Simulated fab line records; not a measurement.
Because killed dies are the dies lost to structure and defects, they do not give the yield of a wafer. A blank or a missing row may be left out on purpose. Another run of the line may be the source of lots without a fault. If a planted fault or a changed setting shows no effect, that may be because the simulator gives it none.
What tool caused it?    flow n5 finfet    24 lots with 72 wafers sampled at 5 steps, on a route of 1938 steps

== WHAT THE GAUGES READ, wafer by wafer ==
N5_SD_EPI_N_EPI_MEAS_23. Usual: 59.2 nm for thk nm, sd 1.2.
lot   measured     on             thk nm (nm)     flag
L074  day 3 09:07  film metro-02  60.8 60.0 58.9  
L076  day 3 18:14  film metro-01  59.8 60.7 58.9  
L075  day 3 22:40  film metro-02  58.7 59.5 59.2  
L077  day 4 03:46  film metro-01  60.8 59.9 61.1  
L078  day 4 08:01  film metro-02  57.6 59.1 59.4  
L079  day 4 10:43  film metro-02  60.3 58.5 58.6  
L080  day 4 15:59  film metro-02  58.5 61.0 59.3  
L081  day 4 21:19  film metro-02  59.9 58.3 58.0  
L082  day 5 06:47  film metro-02  58.3 58.7 59.4  
L083  day 5 11:52  film metro-02  58.7 59.5 59.5  
L084  day 5 15:27  film metro-01  59.5 59.1 60.3  
L085  day 6 01:47  film metro-02  58.2 61.4 59.4  
L086  day 6 13:26  film metro-01  58.7 58.8 59.5  
L087  day 6 16:55  film metro-01  59.4 59.2 57.0  
L088  day 6 17:51  film metro-02  59.5 59.6 60.8  
L089  day 7 02:55  film metro-02  57.1 59.2 60.0  
L090  day 7 03:19  film metro-02  57.5 60.2 58.1  
L091  day 7 13:04  film metro-02  58.2 59.3 59.8  
L092  day 7 17:18  film metro-01  60.9 58.7 57.1  
L093  day 7 21:52  film metro-01  59.6 59.7 57.4  
L094  day 8 05:13  film metro-01  59.1 59.9 60.0  
L095  day 8 10:50  film metro-02  61.8 58.1 60.8  
L096  day 8 16:26  film metro-01  56.9 57.3 59.0  
L097  day 9 02:01  film metro-01  58.1 59.4 59.3  

N5_SD_ACTIVATION_INSPECT_02: inspects for defects (darkfield). Usual: 188 for raw defect count, sd 42.
lot   measured     on                 raw defect count  flag
L074  day 3 14:52  defect inspect-01  210 163 150       
L076  day 3 23:57  defect inspect-02  140 186 183       
L075  day 4 05:01  defect inspect-01  148 174 190       
L077  day 4 09:23  defect inspect-02  178 174 212       
L078  day 4 13:48  defect inspect-02  131 155 156       
L079  day 4 18:11  defect inspect-02  207 227 233       
L080  day 4 21:31  defect inspect-02  209 163 153       
L081  day 5 02:54  defect inspect-02  188 178 116       
L082  day 5 12:20  defect inspect-01  195 205 173       
L083  day 5 17:31  defect inspect-01  135 203 113       
L084  day 5 20:51  defect inspect-01  175 140 171       
L085  day 6 08:06  defect inspect-02  275 286 193       
L086  day 6 18:59  defect inspect-02  225 275 203       
L087  day 6 23:36  defect inspect-02  151 141 166       
L088  day 6 23:48  defect inspect-02  168 149 166       
L089  day 7 09:25  defect inspect-01  270 179 176       
L090  day 7 08:56  defect inspect-02  161 182 162       
L091  day 7 19:34  defect inspect-02  194 225 158       
L092  day 7 23:22  defect inspect-01  262 252 243       
L093  day 8 03:41  defect inspect-02  231 183 268       
L094  day 8 11:47  defect inspect-02  117 115 118       
L095  day 8 17:16  defect inspect-02  194 225 158       
L096  day 8 22:04  defect inspect-02  242 267 192       
L097  day 9 07:37  defect inspect-02  158 204 149       

N5_ILD0_INSPECT_06: inspects for defects (darkfield). Usual: 37 for raw defect count, sd 18.
lot   measured     on                 raw defect count  flag
L074  day 3 21:35  defect inspect-02  20 53 49          
L076  day 4 06:31  defect inspect-01  16 23 63          
L075  day 4 11:17  defect inspect-02  11 5 15           
L077  day 4 15:39  defect inspect-01  51 15 44          
L078  day 4 20:04  defect inspect-02  85 77 65          
L079  day 5 00:27  defect inspect-02  59 94 50          
L080  day 5 03:46  defect inspect-02  51 33 42          
L081  day 5 09:43  defect inspect-01  22 29 19          
L082  day 5 18:37  defect inspect-01  18 17 17          
L083  day 5 23:52  defect inspect-02  36 46 29          
L084  day 6 03:07  defect inspect-01  25 33 9           
L085  day 6 14:22  defect inspect-02  30 14 27          
L086  day 7 03:09  defect inspect-02  43 32 19          
L087  day 7 06:10  defect inspect-02  51 29 18          
L088  day 7 08:09  defect inspect-01  47 32 46          
L089  day 7 16:07  defect inspect-01  54 53 30          
L090  day 7 15:11  defect inspect-01  29 34 23          
L091  day 8 01:50  defect inspect-02  55 31 28          
L092  day 8 05:50  defect inspect-02  25 27 37          
L093  day 8 10:32  defect inspect-01  45 77 32          
L094  day 8 18:22  defect inspect-02  37 54 27          
L095  day 9 01:34  defect inspect-02  23 34 20          
L096  day 9 06:20  defect inspect-01  41 47 46          
L097  day 9 14:23  defect inspect-02  42 35 29          

== EACH LOT AND THE TOOL THAT RAN IT (in order: tool; ch and the chambers of the sampled wafers; start) ==
lot   N5_SD_EPI_P_DESCUM_14              N5_ILD0_LINER_00
L074  rie diel-06 ch 1,2, day 3 10:21    ald sin-04 ch 0,2,3, day 3 15:20
L076  rie diel-06 ch 1,2,3, day 3 19:17  ald sin-01 ch 0,1,2, day 3 23:59
L075  rie diel-02 ch 1,2, day 3 23:43    ald sin-04 ch 1,2,3, day 4 05:04
L077  rie diel-04 ch 1,3, day 4 04:43    ald sin-02 ch 0,1,2, day 4 09:26
L078  rie diel-06 ch 1,3, day 4 09:19    ald sin-04 ch 0,2,3, day 4 13:50
L079  rie diel-04 ch 0,1,3, day 4 11:46  ald sin-01 ch 0,1,3, day 4 18:14
L080  rie diel-04 ch 2,3, day 4 17:02    ald sin-04 ch 0,2,3, day 4 21:33
L081  rie diel-02 ch 0,3, day 4 22:22    ald sin-01 ch 0,1,2, day 5 03:30
L082  rie diel-02 ch 1,2,3, day 5 07:50  ald sin-01 ch 1,2,3, day 5 12:23
L083  rie diel-04 ch 1,3, day 5 13:02    ald sin-04 ch 0,1,3, day 5 17:34
L084  rie diel-02 ch 1,2, day 5 16:22    ald sin-04 ch 0,2,3, day 5 20:53
L085  rie diel-06 ch 0,1,3, day 6 03:38  ald sin-01 ch 2,3, day 6 08:08
L086  rie diel-02 ch 0,1,3, day 6 14:31  ald sin-04 ch 0,3, day 6 19:02
L087  rie diel-02 ch 2,3, day 6 18:05    ald sin-04 ch 0,1,2, day 6 23:50
L088  rie diel-02 ch 2,3, day 6 19:07    ald sin-04 ch 1,3, day 7 00:14
L089  rie diel-04 ch 0,1,3, day 7 04:03  ald sin-02 ch 0,1,2, day 7 09:53
L090  rie diel-06 ch 0,1, day 7 04:27    ald sin-02 ch 0,3, day 7 08:58
L091  rie diel-02 ch 0,1,2, day 7 14:15  ald sin-04 ch 0,3, day 7 19:37
L092  rie diel-02 ch 0,1, day 7 18:15    ald sin-04 ch 0,1, day 7 23:37
L093  rie diel-06 ch 0,2,3, day 7 23:10  ald sin-01 ch 0,1,3, day 8 03:44
L094  rie diel-02 ch 0,1,2, day 8 06:28  ald sin-02 ch 0,3, day 8 11:50
L095  rie diel-06 ch 1,2,3, day 8 11:46  ald sin-02 ch 0,1,2, day 8 17:19
L096  rie diel-06 ch 0,2, day 8 17:29    ald sin-02 ch 0,1,2, day 8 23:45
L097  rie diel-04 ch 0,1, day 9 03:03    ald sin-02 ch 0,1,3, day 9 07:40
- N5_SD_EPI_P_DESCUM_14: chemistry O2, time 7.9 s.
- N5_ILD0_LINER_00: material SiNx, target thk 4 nm, pulse time 1 s, purge time 2 s.

== WHAT THE TOOLS THEMSELVES READ (means of the sampled wafers that have a number; where no wafer has one, the mark that the record gives instead) ==
N5_SD_EPI_P_DESCUM_14. Usual: chamber pressure mTorr 20.001 mTorr, standard deviation 0.017; drypump motor current A 5.9 A, standard deviation 0.36; oes product au 0.80 a.u., standard deviation 0.098; rf vpp V 243.0 V, standard deviation 1.5; showerhead plenum p Torr 2.08 Torr, standard deviation 0.086; throttle valve pct 20.45 %, standard deviation 0.21.
lot   tool         chamber pressure mTorr (mTorr)  drypump motor current A (A)  oes product au (a.u.)  rf vpp V (V)  showerhead plenum p Torr (Torr)  throttle valve pct (%)  flag
L074  rie diel-06  20.010                          5.9                          0.76                   243.9         2.13                             20.30                   
L076  rie diel-06  20.010                          5.9                          0.79                   242.9         2.07                             20.45                   
L075  rie diel-02  20.006                          5.7                          0.75                   244.1         2.11                             20.60                   
L077  rie diel-04  20.002                          5.5                          0.84                   243.7         2.12                             20.24                   
L078  rie diel-06  19.997                          5.9                          0.77                   242.3         1.99                             20.52                   
L079  rie diel-04  20.005                          5.8                          0.77                   243.8         2.07                             20.48                   
L080  rie diel-04  20.007                          5.4                          0.82                   243.9         2.19                             20.48                   
L081  rie diel-02  19.997                          6.1                          0.88                   243.1         2.10                             20.36                   
L082  rie diel-02  20.003                          5.7                          0.91                   244.2         2.13                             20.43                   
L083  rie diel-04  19.998                          5.5                          0.82                   243.3         2.11                             20.24                   
L084  rie diel-02  19.980                          5.4                          0.90                   243.4         2.13                             20.41                   
L085  rie diel-06  20.011                          5.9                          0.83                   242.5         2.05                             20.43                   
L086  rie diel-02  20.002                          6.1                          0.79                   242.6         2.07                             20.47                   
L087  rie diel-02  20.008                          5.7                          0.93                   243.9         2.15                             20.36                   
L088  rie diel-02  19.989                          5.7                          0.94                   243.8         2.15                             20.37                   
L089  rie diel-04  20.002                          5.8                          0.74                   241.9         2.06                             20.52                   
L090  rie diel-06  20.005                          5.9                          0.76                   241.7         2.02                             20.36                   
L091  rie diel-02  20.007                          5.9                          0.81                   241.8         2.07                             20.45                   
L092  rie diel-02  20.024                          6.3                          0.73                   241.4         2.01                             20.47                   
L093  rie diel-06  20.004                          5.9                          0.84                   243.2         2.13                             20.38                   
L094  rie diel-02  20.004                          5.9                          0.80                   243.0         2.06                             20.45                   
L095  rie diel-06  19.993                          5.9                          0.76                   242.7         2.06                             20.49                   
L096  rie diel-06  20.011                          5.9                          0.80                   244.9         2.19                             20.23                   
L097  rie diel-04  19.994                          6.1                          0.67                   241.4         2.00                             20.80                   

N5_ILD0_LINER_00. Usual: heater power w 902 W, standard deviation 79; precursor pulse height rel 1.003, standard deviation 0.021.
lot   tool        heater power w (W)  precursor pulse height rel  flag
L074  ald sin-04  975                 1.001                       
L076  ald sin-01  829                 0.995                       
L075  ald sin-04  929                 1.020                       
L077  ald sin-02  876                 0.997                       
L078  ald sin-04  966                 1.013                       
L079  ald sin-01  847                 1.013                       
L080  ald sin-04  975                 0.982                       
L081  ald sin-01  828                 1.004                       
L082  ald sin-01  815                 1.015                       
L083  ald sin-04  919                 0.996                       
L084  ald sin-04  970                 0.990                       
L085  ald sin-01  772                 1.017                       
L086  ald sin-04  931                 0.992                       
L087  ald sin-04  961                 0.993                       
L088  ald sin-04  871                 0.991                       
L089  ald sin-02  883                 1.004                       
L090  ald sin-02  925                 1.015                       
L091  ald sin-04  950                 0.989                       
L092  ald sin-04  940                 0.995                       
L093  ald sin-01  845                 1.021                       
L094  ald sin-02  921                 0.998                       
L095  ald sin-02  885                 1.013                       
L096  ald sin-02  886                 0.997                       
L097  ald sin-02  897                 1.019                       

== THE ANSWER, worked out from the rows above alone ==
Rule: a lot is off if the mean of its wafers that have a number lies more than 3 standard deviations from the usual mean. A lot without any number at a reading at which 4 lots or more have one is off too. The other lots that the step has rows for count as sound. First the gauges in route order, then the tools' own readings, where a lot's mean is used as printed above. At the first step where some lot is off, the reading lying furthest off is the one used; lots without a number count as furthest.
None of the lots is off at any reading shown; this tells nothing.

== WHAT THE SIMULATOR PUT IN ==
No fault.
